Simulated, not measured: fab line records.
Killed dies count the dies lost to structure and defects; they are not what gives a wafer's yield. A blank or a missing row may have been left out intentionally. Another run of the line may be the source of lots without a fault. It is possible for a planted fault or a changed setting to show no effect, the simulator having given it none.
fab line records + flow n5-finfet
record:
- lots: 5
- wafers: 15
- last-day: 18
route steps=1938 shown BEOL_M5@1118 PASSIVATION@1936
lots that met no fault: from a run of the same line without faults
start-h: hours from the record's opening day to when the first of the lot's shown wafers began + wait-h: hours elapsed since this lot's preceding step + " the same as in the row above + L1.1+2: a row that stands for several wafers + - no value, or no start was given + * or withheld: withheld + < > ~ a bound
route shown NAME@n: NAME is a module with steps in the file, n the number in the route of the first one + usual: the fault-free wafers' mean and standard deviation + same: alike in all rows + chamber/n: place in a boat + sites: readings site by site + _std_site: standard deviation of those values + _edge_site: inner sites' mean taken away from outer sites' mean + radius-mm: how far each site lies from the wafer's centre + mask NAME#n: copy n + behind: tool/chamber where the wafer was last shaped + hold: cause of the lot's hold/its duration in hours/its outcome + device: whichever transistor did not switch (one of n, p or np) + end of line: the same wafers' tests at the end of the route + for a step that has no rows: nothing shown but its recipe + killed: at the first sort, the dies lost to defects and structure; wafer yield is something else + map: a wafer's dies, marking killed ones x, the rest . and places with no die _
set.NAME: setting as actually run; set.NAME@STEP: the setting as run at that earlier step + model.NAME: the simulator's own value behind a step, which no gauge read
certain route steps with their lots: each step a table, each wafer a row
services: the hour from which a tool's chamber was out of use, counted from the record's first day as start-h (under 0 if before that day), plus the number of hours and why
== steps ==
step: N5_BEOL_M5_COAT_60
recipe:
- resist: SiARC
- temp-c: 220
- time-s: 60
- spin-rpm: 1500
- resist-thk-nm: 12
step: N5_BEOL_M5_COAT_71
recipe:
- resist: underlayer
- temp-c: 205
- time-s: 60
- spin-rpm: 1500
- resist-thk-nm: 5
step: N5_BEOL_M5_COAT_05
recipe:
- resist: CAR-EUV
- spin-rpm: 1500
- resist-thk-nm: 30
step: N5_BEOL_M5_EBR_07
recipe:
- solvent: PGMEA
- ebr-width-mm: 1.5
step: N5_BEOL_M5_SOFTBAKE_06
recipe:
- temp-c: 110
- time-s: 60
- resist: CAR-EUV
step: N5_BEOL_M5_EXPOSE_08
recipe:
- mask-id: M5
- na: 0.33
- source-shape: annular
- sigma-inner: 0.4
- sigma-outer: 0.8
- polarization: unpolarized
- target-cd-nm: 28
- dose-mj: 35.75
step: N5_BEOL_M5_PEB_09
recipe:
- peb-temp-c: 100
- peb-time-s: 60
- resist: CAR-EUV
step: N5_BEOL_M5_DEVELOP_10
recipe:
- develop-time-s: 30
- developer: TMAH
- resist: CAR-EUV
- rinse-liquid: surfactant-rinse
- dry: air-spin
- dev-temp-c: 23
step: N5_BEOL_M5_CD_MEAS_11
recipe:
- target-cd-nm: 27.74
- landing-energy-ev: 500
- detector: se-inlens
usual:
- cd-nm: 27.98/0.27
| lot.wafer | tool      | chamber | start-h | wait-h | cd-nm |
|-----------|-----------|---------|---------|--------|-------|
| L230.2    | cd-sem-03 | 0       | 213.33  | -      | 27.94 |
| L230.4    | "         | 0       | "       | "      | 28.02 |
| L230.5    | "         | 0       | "       | "      | 28.22 |
| L234.3    | cd-sem-02 | 0       | 242.31  | -      | 27.34 |
| L234.4    | "         | 0       | "       | "      | 27.71 |
| L234.5    | "         | 0       | "       | "      | 27.84 |
| L243.3    | cd-sem-01 | 0       | 310.57  | -      | 27.76 |
| L243.5    | "         | 0       | "       | "      | 28.63 |
| L243.6    | "         | 0       | "       | "      | 28.31 |
| L244.3    | cd-sem-02 | 0       | 317.02  | -      | 27.57 |
| L244.4    | "         | 0       | "       | "      | 27.76 |
| L244.6    | "         | 0       | "       | "      | 27.81 |
| L247.1    | cd-sem-03 | 0       | 327.85  | -      | 28.19 |
| L247.3    | "         | 0       | "       | "      | 27.91 |
| L247.6    | "         | 0       | "       | "      | 27.96 |
step: N5_BEOL_M5_OVL_MEAS_12
recipe:
- points-per-wafer: 522
usual:
- M5_OVL: 0.1/0.63
| lot.wafer | tool       | chamber | start-h | wait-h | M5_OVL[nm] |
|-----------|------------|---------|---------|--------|------------|
| L230.2    | overlay-01 | 0       | 213.37  | 0.0    | 0.2        |
| L230.4    | "          | 0       | "       | "      | -0.8       |
| L230.5    | "          | 0       | "       | "      | 0.4        |
| L234.3    | overlay-02 | 0       | 242.35  | 0.0    | 0.6        |
| L234.4    | "          | 0       | "       | "      | 0.2        |
| L234.5    | "          | 0       | "       | "      | 0.9        |
| L243.3    | overlay-01 | 0       | 310.61  | 0.0    | 1.3        |
| L243.5    | "          | 0       | "       | "      | 0.9        |
| L243.6    | "          | 0       | "       | "      | 1.2        |
| L244.3    | overlay-01 | 0       | 317.06  | 0.0    | -0.1       |
| L244.4    | "          | 0       | "       | "      | 0.2        |
| L244.6    | "          | 0       | "       | "      | 0.5        |
| L247.1    | overlay-01 | 0       | 327.88  | 0.0    | 0.6        |
| L247.3    | "          | 0       | "       | "      | 1.2        |
| L247.6    | "          | 0       | "       | "      | 0.8        |
step: N5_BEOL_M5_INSPECT_13
recipe:
- mode: adi
- inspect-instrument: brightfield
usual:
- raw-defect-count: 413/79
| lot.wafer | tool              | chamber | start-h | wait-h | raw-defect-count |
|-----------|-------------------|---------|---------|--------|------------------|
| L230.2    | defect-inspect-02 | -       | 213.42  | 0.0    | 375              |
| L230.4    | "                 | -       | "       | "      | 402              |
| L230.5    | "                 | -       | "       | "      | 389              |
| L234.3    | defect-inspect-02 | -       | 242.39  | 0.0    | 491              |
| L234.4    | "                 | -       | "       | "      | 473              |
| L234.5    | "                 | -       | "       | "      | 544              |
| L243.3    | defect-inspect-01 | -       | 310.66  | 0.1    | 267              |
| L243.5    | "                 | -       | "       | "      | 272              |
| L243.6    | "                 | -       | "       | "      | 400              |
| L244.3    | defect-inspect-02 | -       | 317.11  | 0.0    | 470              |
| L244.4    | "                 | -       | "       | "      | 470              |
| L244.6    | "                 | -       | "       | "      | 299              |
| L247.1    | defect-inspect-02 | -       | 327.94  | 0.1    | 443              |
| L247.3    | "                 | -       | "       | "      | 445              |
| L247.6    | "                 | -       | "       | "      | 514              |
step: N5_BEOL_M5_DESCUM_16
recipe:
- chemistry: O2
- time-s: 7
- source-power-w: 50
- bias-power-w: 20
- pressure-mtorr: 20
- rf-frequency-hz: 2.712e+07
- temp-c: 40
- resist: CAR-EUV
- o2-flow-sccm: 225
usual:
- drypump-motor-current-A: 5.9/0.35
- oes-product-au: 0.81/0.099
- rf-vpp-V: 243.5/1.5
- showerhead-plenum-p-Torr: 2.12/0.079
- temp-c: 40.00/0.11
- throttle-valve-pct: 20.43/0.25
| lot.wafer | tool        | chamber | start-h | wait-h | drypump-motor-current-A | oes-product-au | rf-hours-counter-h | rf-vpp-V | showerhead-plenum-p-Torr | temp-c | throttle-valve-pct |
|-----------|-------------|---------|---------|--------|-------------------------|----------------|--------------------|----------|--------------------------|--------|--------------------|
| L230.2    | rie-diel-04 | 0       | 213.45  | 0.0    | 6.3                     | 0.67           | 267                | 240.9    | 1.98                     | 39.92  | 20.91              |
| L230.4    | "           | 1       | "       | "      | 5.8                     | 0.66           | -                  | 240.4    | 2.05                     | 40.00  | 20.61              |
| L230.5    | "           | 3       | "       | "      | 5.4                     | 0.84           | -                  | 245.1    | 2.12                     | 40.08  | 20.16              |
| L234.3    | rie-diel-04 | 3       | 242.43  | 0.0    | 5.4                     | 0.82           | 82                 | 243.6    | 2.12                     | 39.94  | 20.17              |
| L234.4    | "           | 2       | "       | "      | 5.4                     | 0.77           | -                  | 246.3    | 2.21                     | 39.93  | 20.68              |
| L234.5    | "           | 3       | "       | "      | 5.4                     | 0.82           | -                  | 244.3    | 2.12                     | 40.13  | 20.17              |
| L243.3    | rie-diel-04 | 2       | 311.87  | 1.2    | 5.4                     | 0.74           | 154                | 243.9    | 2.20                     | 39.77  | 20.72              |
| L243.5    | "           | 3       | "       | "      | 5.4                     | 0.79           | -                  | 242.9    | 2.11                     | 40.07  | 20.20              |
| L243.6    | "           | 2       | "       | "      | 5.4                     | 0.74           | -                  | 243.5    | 2.20                     | 40.00  | 20.73              |
| L244.3    | rie-diel-06 | 2       | 317.14  | 0.0    | 5.9                     | 0.72           | 176                | 245.2    | 2.19                     | 40.10  | 20.35              |
| L244.4    | "           | 3       | "       | "      | 5.9                     | 0.79           | 109                | 241.6    | 2.01                     | 40.05  | 20.79              |
| L244.6    | "           | 0       | "       | "      | 5.8                     | 0.84           | -                  | 243.1    | 2.14                     | 40.16  | 20.22              |
| L247.1    | rie-diel-02 | 1       | 327.98  | 0.0    | 5.9                     | 0.71           | 194                | 243.8    | 2.07                     | 40.00  | 20.72              |
| L247.3    | "           | 0       | "       | "      | 6.6                     | 0.95           | 15                 | 245.9    | 2.21                     | 40.07  | 20.09              |
| L247.6    | "           | 0       | "       | "      | 6.5                     | 0.95           | -                  | 243.8    | 2.21                     | 40.08  | 20.10              |
step: N5_BEOL_M5_ETCH_72
recipe:
- chemistry: N2/H2
- target: underlayer
- target-depth-a: 65
- mask-material: CAR-EUV
- time-s: 5.2
- ion-energy-ev: 200
- pressure-mtorr: 30
- source-w: 840
- bias-w: 150
- n2-flow-sccm: 200
- h2-flow-sccm: 200
- ends: cleared
usual:
- drypump-motor-current-A: 5.9/0.35
- etch-rf-on-time-s: 5.21/0.17
- h2-flow-sccm: 200.1/0.61
- oes-product-au: 0.69/0.085
- rf-vpp-V: 524.7/2.7
- showerhead-plenum-p-Torr: 2.57/0.091
- throttle-valve-pct: 17.89/0.28
| lot.wafer | tool        | chamber | start-h | wait-h | drypump-motor-current-A | etch-rf-on-time-s | h2-flow-sccm | oes-product-au | rf-hours-counter-h | rf-vpp-V | showerhead-plenum-p-Torr | throttle-valve-pct |
|-----------|-------------|---------|---------|--------|-------------------------|-------------------|--------------|----------------|--------------------|----------|--------------------------|--------------------|
| L230.2    | rie-diel-04 | 0       | 213.49  | 0.0    | 6.3                     | 5.37              | 199.7        | 0.57           | 267                | 520.9    | 2.40                     | 18.27              |
| L230.4    | "           | 1       | "       | "      | 5.8                     | 5.19              | 201.0        | 0.57           | -                  | 523.4    | 2.51                     | 18.19              |
| L230.5    | "           | 3       | "       | "      | 5.4                     | 4.93              | 199.3        | 0.73           | -                  | 525.6    | 2.59                     | 17.72              |
| L234.3    | rie-diel-04 | 3       | 242.46  | 0.0    | 5.4                     | 4.94              | 200.4        | 0.71           | 82                 | 524.2    | 2.58                     | 17.73              |
| L234.4    | "           | 2       | "       | "      | 5.4                     | 5.14              | 201.4        | 0.65           | -                  | 526.0    | 2.67                     | 17.94              |
| L234.5    | "           | 3       | "       | "      | 5.4                     | 4.90              | 200.2        | 0.71           | -                  | 525.2    | 2.58                     | 17.71              |
| L243.3    | rie-diel-04 | 2       | 311.91  | 0.0    | 5.4                     | 3.20              | 200.3        | 0.85           | 154                | 526.5    | 2.66                     | 18.01              |
| L243.5    | "           | 3       | "       | "      | 5.4                     | 4.97              | 199.7        | 0.69           | -                  | 527.3    | 2.57                     | 17.75              |
| L243.6    | "           | 2       | "       | "      | 5.4                     | 3.18              | 200.5        | 0.86           | -                  | 527.4    | 2.66                     | 18.08              |
| L244.3    | rie-diel-06 | 2       | 317.18  | 0.0    | 6.0                     | 5.42              | 199.7        | 0.60           | 176                | 527.4    | 2.64                     | 17.67              |
| L244.4    | "           | 3       | "       | "      | 5.9                     | 5.27              | 199.9        | 0.68           | 109                | 523.5    | 2.46                     | 18.37              |
| L244.6    | "           | 0       | "       | "      | 5.9                     | 5.01              | 199.3        | 0.71           | -                  | 523.6    | 2.57                     | 17.45              |
| L247.1    | rie-diel-02 | 1       | 328.01  | 0.0    | 5.9                     | 5.34              | 199.9        | 0.62           | 194                | 522.2    | 2.52                     | 18.24              |
| L247.3    | "           | 0       | "       | "      | 6.5                     | 5.00              | 199.5        | 0.80           | 15                 | 527.2    | 2.70                     | 17.66              |
| L247.6    | "           | 0       | "       | "      | 6.5                     | 5.03              | 199.9        | 0.81           | -                  | 528.6    | 2.70                     | 17.66              |
step: N5_BEOL_M5_ETCH_61
recipe:
- chemistry: CF4
- target: SiARC
- target-depth-a: 156
- mask-material: CAR-EUV
- time-s: 26
- ion-energy-ev: 80
- pressure-mtorr: 40
- source-w: 545
- bias-w: 36
- Ar_flow_sccm: 100
- cf4-flow-sccm: 100
- ends: cleared
usual:
- cf4-flow-sccm: 100.01/0.28
- drypump-motor-current-A: 5.9/0.35
- etch-rf-on-time-s: 26.2/0.82
- oes-product-au: 0.69/0.085
- rf-vpp-V: 184.3/1.2
- showerhead-plenum-p-Torr: 2.16/0.076
- throttle-valve-pct: 15.59/0.24
| lot.wafer | tool        | chamber | start-h | wait-h | cf4-flow-sccm | drypump-motor-current-A | etch-rf-on-time-s | oes-product-au | rf-hours-counter-h | rf-vpp-V | showerhead-plenum-p-Torr | throttle-valve-pct |
|-----------|-------------|---------|---------|--------|---------------|-------------------------|-------------------|----------------|--------------------|----------|--------------------------|--------------------|
| L230.2    | rie-diel-04 | 0       | 213.51  | 0.0    | 100.21        | 6.3                     | 27.1              | 0.57           | 267                | 182.4    | 2.01                     | 15.95              |
| L230.4    | "           | 1       | "       | "      | 99.50         | 5.8                     | 26.3              | 0.57           | -                  | 182.1    | 2.12                     | 15.91              |
| L230.5    | "           | 3       | "       | "      | 99.52         | 5.4                     | 25.0              | 0.73           | -                  | 185.4    | 2.18                     | 15.33              |
| L234.3    | rie-diel-04 | 3       | 242.48  | 0.0    | 100.01        | 5.4                     | 24.6              | 0.72           | 82                 | 184.4    | 2.18                     | 15.35              |
| L234.4    | "           | 2       | "       | "      | 100.06        | 5.3                     | 26.1              | 0.65           | -                  | 186.6    | 2.25                     | 15.77              |
| L234.5    | "           | 3       | "       | "      | 100.14        | 5.4                     | 24.5              | 0.71           | -                  | 184.9    | 2.18                     | 15.36              |
| L243.3    | rie-diel-04 | 2       | 311.93  | 0.0    | 100.53        | 5.4                     | 25.9              | 0.64           | 154                | 185.1    | 2.24                     | 15.81              |
| L243.5    | "           | 3       | "       | "      | 99.71         | 5.4                     | 24.9              | 0.69           | -                  | 184.4    | 2.17                     | 15.39              |
| L243.6    | "           | 2       | "       | "      | 100.26        | 5.4                     | 25.8              | 0.64           | -                  | 184.8    | 2.24                     | 15.80              |
| L244.3    | rie-diel-06 | 2       | 317.19  | 0.0    | 99.66         | 5.9                     | 27.3              | 0.60           | 176                | 185.7    | 2.21                     | 15.40              |
| L244.4    | "           | 3       | "       | "      | 100.15        | 5.9                     | 26.8              | 0.67           | 109                | 183.5    | 2.06                     | 15.87              |
| L244.6    | "           | 0       | "       | "      | 100.51        | 5.9                     | 25.0              | 0.72           | -                  | 183.3    | 2.18                     | 15.34              |
| L247.1    | rie-diel-02 | 1       | 328.03  | 0.0    | 100.09        | 5.8                     | 27.2              | 0.60           | 194                | 185.9    | 2.13                     | 15.90              |
| L247.3    | "           | 0       | "       | "      | 100.17        | 6.5                     | 25.4              | 0.82           | 15                 | 184.8    | 2.28                     | 15.38              |
| L247.6    | "           | 0       | "       | "      | 100.06        | 6.5                     | 25.4              | 0.81           | -                  | 184.2    | 2.28                     | 15.37              |
step: N5_PASSIVATION_PROBE_49
usual:
- defect-limited-yield: 91.7/1.5
- killed_at_M0_to_M3: 32/10
- killed_at_M4_up: 14/5.3
- killed-at-contacts: 13/5.7
- killed-at-front-end: 37/10
- killed-at-other: 3.3/2.5
- killed-dies: 98/18
- killed-open: 65/13
- killed-short: 31/7.5
- sort_bin_5_function: 4.9/0.91
- sort_bin_6_memory: 3.1/0.71
- sort_bin_8_speed: 0.00/0.017
- sort-n-pass: 1082/18
same:
- gross-dies: 1180
- killed-at-back-side: 0
- sort_bin_4_leakage[%]: 0
| lot.wafer | tool      | chamber | start-h | wait-h | defect-limited-yield[%] | killed_at_M0_to_M3 | killed_at_M4_up | killed-at-contacts | killed-at-front-end | killed-at-other | killed-dies | killed-open | killed-short | sort_bin_5_function[%] | sort_bin_6_memory[%] | sort_bin_8_speed[%] | sort-n-pass |
|-----------|-----------|---------|---------|--------|-------------------------|--------------------|-----------------|--------------------|---------------------|-----------------|-------------|-------------|--------------|------------------------|----------------------|---------------------|-------------|
| L230.2    | prober-02 | -       | 327.95  | 0.1    | 92.9                    | 23                 | 10              | 13                 | 34                  | 4               | 84          | 61          | 22           | 4.0                    | 2.7                  | 0.08                | 1096        |
| L230.4    | prober-02 | -       | 328.05  | 0.2    | 92.5                    | 29                 | 18              | 17                 | 21                  | 4               | 89          | 64          | 24           | 5.0                    | 2.5                  | 0                   | 1091        |
| L230.5    | prober-02 | -       | 328.10  | 0.2    | 94.6                    | 27                 | 9               | 6                  | 19                  | 3               | 64          | 41          | 21           | 3.1                    | 2.3                  | 0                   | 1116        |
| L234.3    | prober-02 | -       | 337.10  | 0.1    | 89.6                    | 30                 | 14              | 33                 | 40                  | 6               | 123         | 83          | 35           | 5.8                    | 3.6                  | 0.17                | 1057        |
| L234.4    | prober-02 | -       | 337.15  | 0.2    | 90.3                    | 19                 | 18              | 26                 | 47                  | 5               | 115         | 83          | 32           | 6.5                    | 3.1                  | 0                   | 1065        |
| L234.5    | prober-02 | -       | 337.20  | 0.2    | 89.7                    | 39                 | 24              | 20                 | 34                  | 4               | 121         | 91          | 26           | 5.1                    | 4.7                  | 0                   | 1059        |
| L243.3    | prober-01 | -       | 416.28  | 0.1    | 91.3                    | 24                 | 12              | 26                 | 32                  | 9               | 103         | 76          | 24           | 5.2                    | 3.1                  | 0                   | 1077        |
| L243.5    | prober-01 | -       | 416.38  | 0.2    | 90.7                    | 37                 | 15              | 15                 | 43                  | 0               | 110         | 76          | 33           | 5.7                    | 3.5                  | 0                   | 1070        |
| L243.6    | prober-01 | -       | 416.43  | 0.3    | 90.8                    | 26                 | 16              | 7                  | 46                  | 13              | 108         | 68          | 35           | 5.7                    | 3.1                  | 0                   | 1072        |
| L244.3    | prober-02 | -       | 428.87  | 0.2    | 93.9                    | 28                 | 10              | 8                  | 24                  | 2               | 72          | 52          | 20           | 3.7                    | 2.2                  | 0                   | 1108        |
| L244.4    | prober-02 | -       | 428.92  | 0.3    | 93.0                    | 37                 | 8               | 4                  | 31                  | 3               | 83          | 53          | 27           | 3.9                    | 2.9                  | 0                   | 1097        |
| L244.6    | prober-02 | -       | 429.02  | 0.4    | 92.8                    | 30                 | 11              | 7                  | 35                  | 2               | 85          | 62          | 23           | 4.2                    | 3.0                  | 0                   | 1095        |
| L247.1    | prober-01 | -       | 432.63  | 0.0    | 94.1                    | 22                 | 7               | 9                  | 32                  | 0               | 70          | 38          | 32           | 3.6                    | 1.9                  | 0                   | 1110        |
| L247.3    | prober-01 | -       | 432.73  | 0.1    | 92.7                    | 22                 | 13              | 23                 | 27                  | 1               | 86          | 61          | 25           | 4.2                    | 2.9                  | 0                   | 1094        |
| L247.6    | prober-01 | -       | 432.88  | 0.3    | 91.9                    | 19                 | 27              | 18                 | 28                  | 3               | 95          | 69          | 23           | 4.7                    | 3.2                  | 0                   | 1085        |
killed by level:class
L230.2 MOL_CONTACT_COAG:geometric-particle:open=11 FIN_SAQP:geometric-particle:open=9 BEOL_M0_SAQP:geometric-particle:open=7 GATE_CUT:geometric-particle:open=6 DUMMY_GATE:geometric-particle:open=5 BEOL_M0_SAQP:geometric-particle:short=4 BEOL_M4:geometric-particle:open=4 STARTING-WAFER:geometric-particle:open=4
L230.4 MOL_CONTACT_COAG:geometric-particle:open=12 BEOL_M4:geometric-particle:open=11 BEOL_M2:geometric-particle:open=10 BEOL_M3:geometric-particle:open=7 MOL_CONTACT_COAG:geometric-particle:short=5 GATE_CUT:geometric-particle:short=4 BEOL_M0_SAQP:geometric-particle:short=4 BEOL_M0_SAQP:geometric-particle:open=4
L230.5 BEOL_M0_SAQP:geometric-particle:open=6 BEOL_M2:geometric-particle:open=6 MOL_CONTACT_COAG:geometric-particle:open=4 BEOL_M0_SAQP:geometric-particle:short=4 DUMMY_GATE:geometric-particle:open=3 BEOL_M1:geometric-particle:short=3 BEOL_M3:geometric-particle:open=3 FIN_SAQP:geometric-particle:open=2
L234.3 MOL_CONTACT_COAG:geometric-particle:open=28 BEOL_M3:geometric-particle:open=10 FIN_SAQP:geometric-particle:open=9 BEOL_M4:geometric-particle:open=9 BEOL_M0_SAQP:geometric-particle:short=8 DUMMY_GATE:geometric-particle:open=6 FIN_SAQP:geometric-particle:short=5 STI_FIN_REVEAL:geometric-particle:open=5
L234.4 MOL_CONTACT_COAG:geometric-particle:open=21 STI_FIN_REVEAL:geometric-particle:open=14 BEOL_M4:geometric-particle:open=10 FIN_SAQP:geometric-particle:open=7 BEOL_M1:geometric-particle:open=7 MOL_CONTACT_COAG:geometric-particle:short=5 BEOL_M3:geometric-particle:open=5 STI_FIN_REVEAL:geometric-particle:short=4
L234.5 BEOL_M4:geometric-particle:open=18 MOL_CONTACT_COAG:geometric-particle:open=15 BEOL_M3:geometric-particle:open=9 BEOL_M1:geometric-particle:open=8 BEOL_M2:geometric-particle:open=8 STI_FIN_REVEAL:geometric-particle:open=7 FIN_SAQP:geometric-particle:open=6 BEOL_M0_SAQP:geometric-particle:open=6
L243.3 MOL_CONTACT_COAG:geometric-particle:open=21 STI_FIN_REVEAL:geometric-particle:open=12 FIN_SAQP:geometric-particle:open=6 BEOL_M0_SAQP:geometric-particle:open=6 MOL_CONTACT_COAG:geometric-particle:short=5 BEOL_M0_SAQP:geometric-particle:short=5 BEOL_M1:geometric-particle:open=5 BEOL_M2:geometric-particle:open=5
L243.5 STI_FIN_REVEAL:geometric-particle:open=14 MOL_CONTACT_COAG:geometric-particle:open=11 BEOL_M1:geometric-particle:open=11 BEOL_M0_SAQP:geometric-particle:short=8 FIN_SAQP:geometric-particle:open=7 BEOL_M2:geometric-particle:open=5 FIN_SAQP:geometric-particle:short=4 DUMMY_GATE:geometric-particle:open=4
L243.6 STI_FIN_REVEAL:geometric-particle:open=11 GATE_CUT:geometric-particle:short=8 MOL_CONTACT_COAG:geometric-particle:open=7 BEOL_M1:geometric-particle:open=6 BEOL_M0_SAQP:geometric-particle:short=6 BEOL_M5:geometric-particle:open=6 BEOL_M0_SAQP:geometric-particle:open=5 BEOL_M3:geometric-particle:open=5
L244.3 BEOL_M2:geometric-particle:open=15 MOL_CONTACT_COAG:geometric-particle:open=6 STI_FIN_REVEAL:geometric-particle:open=4 BEOL_M0_SAQP:geometric-particle:short=4 BEOL_M0:geometric-particle:open=4 STARTING-WAFER:geometric-particle:open=4 STARTING-WAFER:geometric-particle:short=4 BEOL_M8:geometric-particle:open=3
L244.4 BEOL_M0_SAQP:geometric-particle:open=9 BEOL_M1:geometric-particle:open=7 DUMMY_GATE:geometric-particle:open=6 GATE_CUT:geometric-particle:short=6 BEOL_M0_SAQP:geometric-particle:short=6 BEOL_M2:geometric-particle:open=5 MOL_CONTACT_COAG:geometric-particle:open=4 BEOL_M3:geometric-particle:open=4
L244.6 BEOL_M2:geometric-particle:open=10 DUMMY_GATE:geometric-particle:open=9 FIN_SAQP:geometric-particle:open=6 BEOL_M0_SAQP:geometric-particle:short=6 GATE_CUT:geometric-particle:short=5 BEOL_M0:geometric-particle:open=5 BEOL_M4:geometric-particle:open=5 GATE_CUT:geometric-particle:open=4
L247.1 MOL_CONTACT_COAG:geometric-particle:open=7 STARTING-WAFER:geometric-particle:short=7 DUMMY_GATE:geometric-particle:open=6 BEOL_M4:geometric-particle:open=5 ILD0:geometric-particle:short=5 BEOL_M0_SAQP:geometric-particle:short=5 BEOL_M1:geometric-particle:short=5 FIN_SAQP:geometric-particle:open=4
L247.3 MOL_CONTACT_COAG:geometric-particle:open=18 BEOL_M3:geometric-particle:open=8 BEOL_M0_SAQP:geometric-particle:open=6 DUMMY_GATE:geometric-particle:open=5 MOL_CONTACT_COAG:geometric-particle:short=5 BEOL_M4:geometric-particle:open=5 ILD0:geometric-particle:open=4 FIN_SAQP:geometric-particle:short=3
L247.6 MOL_CONTACT_COAG:geometric-particle:open=15 BEOL_M4:geometric-particle:open=15 BEOL_M3:geometric-particle:open=8 STI_FIN_REVEAL:geometric-particle:open=5 DUMMY_GATE:geometric-particle:open=4 BEOL_M4:geometric-particle:short=4 BEOL_M0_SAQP:geometric-particle:open=4 MOL_CONTACT_COAG:geometric-particle:short=3
== services ==
| tool        | chamber | start-h | hours | kind                          |
|-------------|---------|---------|-------|-------------------------------|
| rie-diel-02 | -       | 199.34  | 2.8   | pm                            |
| rie-diel-04 | 0       | 228.92  | -     | clean                         |
| rie-diel-04 | 0       | 228.92  | -     | consumable-replace:focus-ring |
| rie-diel-04 | 0       | 228.92  | -     | consumable-replace:showerhead |
| rie-diel-04 | 0       | 228.92  | 27.6  | scheduled-down                |
| rie-diel-04 | 0       | 228.92  | 27.6  | vent-cycle                    |
| rie-diel-04 | 1       | 256.49  | -     | clean                         |
| rie-diel-04 | 1       | 256.49  | -     | consumable-replace:focus-ring |
| rie-diel-04 | 1       | 256.49  | 17.6  | scheduled-down                |
| rie-diel-04 | 1       | 256.49  | 17.6  | vent-cycle                    |
| rie-diel-06 | 1       | 256.96  | 4.2   | repair                        |
| rie-diel-02 | 0       | 265.89  | -     | clean                         |
| rie-diel-02 | 0       | 265.89  | -     | consumable-replace:focus-ring |
| rie-diel-02 | 0       | 265.89  | -     | consumable-replace:showerhead |
| rie-diel-02 | 0       | 265.89  | 15.8  | scheduled-down                |
| rie-diel-02 | 0       | 265.89  | 15.8  | vent-cycle                    |
| rie-diel-06 | -       | 301.29  | 2.1   | repair                        |
== key ==
first-sign:
- step: N5_BEOL_M5_ETCH_72
- reading: etch-rf-on-time-s
- direction: down
- sigmas: 12
- usual: *
- struck: *
effect none on later readings
met-at N5_BEOL_M5_ETCH_72
struck-wafers L243.3,L243.6
onset-between 242.46 311.91
fault:
- kind: process-parameter-drift
- tool: rie-diel-04
- chamber: -
- onset-h: 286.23
- steps: N5_BEOL_M5_ETCH_72
- channel: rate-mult
- offset: 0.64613
- shape: step
- end-h: 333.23
- scope: struck-wafers-only
